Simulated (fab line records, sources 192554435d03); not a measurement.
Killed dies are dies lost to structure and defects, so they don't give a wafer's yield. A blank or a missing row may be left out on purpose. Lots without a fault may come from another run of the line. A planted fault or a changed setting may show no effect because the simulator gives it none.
A struck lot beside a sound one | flow n5_finfet | 44 steps out of a route of 1938
Sound: wafers L123.2, L123.3, L123.6. Struck: wafer L139.6. (L139.4 of the same lot was not struck and is left out.) The cause comes at the end.
At each step with rows: each side's tool, then ch and its chambers, then its first start. Under that, the readings that differ: sound wafers | struck wafers | difference of the means | sigmas: that difference in standard deviations of wafers without a fault.
alike: readings whose means differ by less than 2 such deviations, and words and numbers that are the same on both sides. not compared: withheld readings, readings that some wafer has no value for, bounds like >300 that may hide the same value, and numbers for which the record gives no deviation and whose values overlap.
The two part at a step that has a row with sigmas, a row that says differs or no value, or rows on one side only. Numbers that don't overlap but have no deviation are shown without sigmas and don't part them. A reading that every wafer of one side lacks parts them only if that side has two wafers or more.

first, 5 steps without rows for these wafers: N5_BEOL_M5_ANNEAL_89 (time 1800 s); N5_BEOL_M5_SPUTTER_90 (material Cu, target thk 4.5 nm, time 8.29 s); N5_BEOL_M5_ECD_50 (material Cu, target thk 300 nm); N5_BEOL_M5_ANNEAL_51 (time 90 s); N5_BEOL_M5_CMP_52 (polishes, stops on SiCOH lowk, t overpolish 6.9 s, target thk 62 nm).
N5_BEOL_M5_THK_MEAS_53: measures by xrf.
  sound on film_metro-01, day 9 15:09; struck on film_metro-02, day 13 16:38
  alike: M5_THK
then, 1 step without rows for these wafers: N5_BEOL_M5_PRE_CLEAN_77 (time 15 s).
N5_BEOL_M5_CO_CAP_78: material Co, precursor CCTBA/H2, target thk 2 nm, time 102.1 s.
  sound on cvd_co-02 ch 0,1, day 9 15:14; struck on cvd_co-01 ch 2, day 13 16:44
  alike: heater_power_outer_w, heater_power_w
then, 1 step without rows for these wafers: N5_BEOL_M5_PRE_CLEAN_55 (time 15 s).
N5_BEOL_M5_DEP_56: deposits SiCN from 3MS/NH3, target thk 8 nm, time 14 s.
  sound on pecvd-01 ch 1, day 9 15:22; struck on pecvd-01 ch 0, day 13 16:50
  alike: showerhead_plenum_p_Torr, showerhead_vpp_V, throttle_valve_pct
N5_BEOL_M5_RS_MEAS_57: measures by four-point-probe.
  sound on film_metro-01, day 9 15:26; struck on film_metro-02, day 13 16:53
  alike: M5_RS
N5_BEOL_M5_INSPECT_58: inspects for defects (darkfield).
  sound on defect_inspect-02, day 9 15:28; struck on defect_inspect-01, day 13 16:55
  alike: raw_defect_count
N5_BEOL_M6_ILD_DEP_00: deposits SiCOH lowk from DEMS/porogen, target thk 179.75 nm, time 33.4 s.
  sound on pecvd-01 ch 1, day 9 15:30; struck on pecvd-04 ch 0, day 13 16:58
  reading                                            | sound           | struck | difference | sigmas
  throttle_valve_pct (%)                             | 13.7 14.2 13.9  | 15.7   | +1.8       | +2
  model.SiCOH_lowk_of_BEOL_M6_ILD_DEP_00.thk_nm (nm) | 181.8 184 183.2 | 157.6  | -25.4      |
  alike: heater_power_outer_w, heater_power_w, showerhead_plenum_p_Torr, showerhead_vpp_V
then, 1 step without rows for these wafers: N5_BEOL_M6_CURE_74 (cures SiCOH lowk, time 240 s).
N5_BEOL_M6_THK_MEAS_01:
  sound on film_metro-01, day 9 16:06; struck on film_metro-02, day 13 17:32
  reading         | sound             | struck | difference | sigmas
  M6_ILD_THK (nm) | 156.8 158.9 158.0 | 135.7  | -22.2      | -10
N5_BEOL_M6_PECVD_70: deposits SiO2 from TEOS/O2, target thk 20 nm, time 22.7 s.
  sound on pecvd-02 ch 0,1,2, day 9 16:08; struck on pecvd-02 ch 2, day 13 17:35
  alike: heater_power_outer_w, heater_power_w, showerhead_plenum_p_Torr, showerhead_vpp_V, throttle_valve_pct
then, 9 steps without rows for these wafers: N5_BEOL_M6_HM_DEP_02 (deposits TiN, target thk 20 nm); N5_BEOL_M6_COAT_59 (time 60 s, resist thk 100 nm); N5_BEOL_M6_COAT_60 (time 60 s, resist thk 35 nm); N5_BEOL_M6_COAT_05 (resist thk 90 nm); N5_BEOL_M6_EBR_07; N5_BEOL_M6_SOFTBAKE_06 (time 60 s); N5_BEOL_M6_EXPOSE_08 (exposes mask M6); N5_BEOL_M6_PEB_09 (peb time 60 s); N5_BEOL_M6_DEVELOP_10 (develop time 30 s).
N5_BEOL_M6_CD_MEAS_11: target cd 38.5 nm.
  sound on cd_sem-02 ch 0, day 9 17:13; struck on cd_sem-03 ch 0, day 13 20:23
  alike: cd_nm
N5_BEOL_M6_OVL_MEAS_12:
  sound on overlay-02 ch 0, day 9 17:15; struck on overlay-02 ch 0, day 13 20:25
  alike: M6_OVL
N5_BEOL_M6_INSPECT_13: inspects for defects (brightfield).
  sound on defect_inspect-02, day 9 17:16; struck on defect_inspect-01, day 13 20:26
  alike: raw_defect_count
then, 4 steps without rows for these wafers: N5_BEOL_M6_DESCUM_16 (chemistry O2, time 7.9 s); N5_BEOL_M6_ETCH_61 (etches SiARC in CF4, target depth 45.5 nm, time 75.8 s); N5_BEOL_M6_ETCH_62 (etches SOC in N2/H2, target depth 110 nm, overetch 22 nm, time 165 s); N5_BEOL_M6_STRIP_68 (strips in N2/H2).
N5_BEOL_M6_STRIP_67: strips in CF4.
  sound on rie_diel-01 ch 2,3, day 9 17:32; struck on rie_diel-01 ch 1, day 13 20:48
  alike: drypump_motor_current_A, oes_product_au, rf_vpp_V, showerhead_plenum_p_Torr, throttle_valve_pct
  not compared: rf_hours_counter_h
then, 1 step without rows for these wafers: N5_BEOL_M6_HM_OPEN_17 (chemistry Cl2/BCl3, target TiN, target depth 20 nm, overetch 6 nm).
N5_BEOL_M6_STRIP_19: strips in O2.
  sound on rie_diel-01 ch 0,2,3, day 9 17:41; struck on rie_diel-03 ch 3, day 13 21:16
  alike: drypump_motor_current_A, oes_product_au, rf_vpp_V, showerhead_plenum_p_Torr, throttle_valve_pct
  not compared: rf_hours_counter_h
N5_BEOL_M6_CD_MEAS_18: pitch 80 nm, target cd 40 nm.
  sound on cd_sem-01, day 9 17:46; struck on cd_sem-01, day 13 21:20
  alike: cd_nm
then, 6 steps without rows for these wafers: N5_BEOL_M6_COAT_63 (time 60 s, resist thk 60 nm); N5_BEOL_M6_COAT_64 (time 60 s, resist thk 12 nm); N5_BEOL_M6_COAT_71 (time 60 s, resist thk 5 nm); N5_BEOL_M6_COAT_22 (resist thk 30 nm); N5_BEOL_M6_EBR_24; N5_BEOL_M6_SOFTBAKE_23 (time 60 s).
N5_BEOL_M6_CMP_52: polishes, stops on SiCOH lowk, t overpolish 6.9 s, target thk 80 nm.
  sound on cmp-01 ch 1,2, day 9 23:43; struck on cmp-02 ch 1, day 14 00:52
  reading                                            | sound           | struck | difference | sigmas
  model.SiCOH_lowk_of_BEOL_M6_ILD_DEP_00.thk_nm (nm) | 153.8 155.8 155 | 132.8  | -22.1      |
  alike: motor_current_A
then, 1 step without rows for these wafers: N5_PASSIVATION_PROBE_49.

WHERE THEY PART
First at N5_BEOL_M6_ILD_DEP_00; last, within this record, at N5_BEOL_M6_THK_MEAS_01. Later steps at which nothing parts them and some readings are alike: N5_BEOL_M6_PECVD_70, N5_BEOL_M6_CD_MEAS_11, N5_BEOL_M6_OVL_MEAS_12, N5_BEOL_M6_INSPECT_13, N5_BEOL_M6_STRIP_67, N5_BEOL_M6_STRIP_19, N5_BEOL_M6_CD_MEAS_18, N5_BEOL_M6_CMP_52.

WHY: what the simulator had put in
Process parameter drift: pecvd-04, from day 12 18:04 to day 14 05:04, at N5_BEOL_M6_ILD_DEP_00. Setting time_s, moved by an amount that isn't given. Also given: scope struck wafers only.
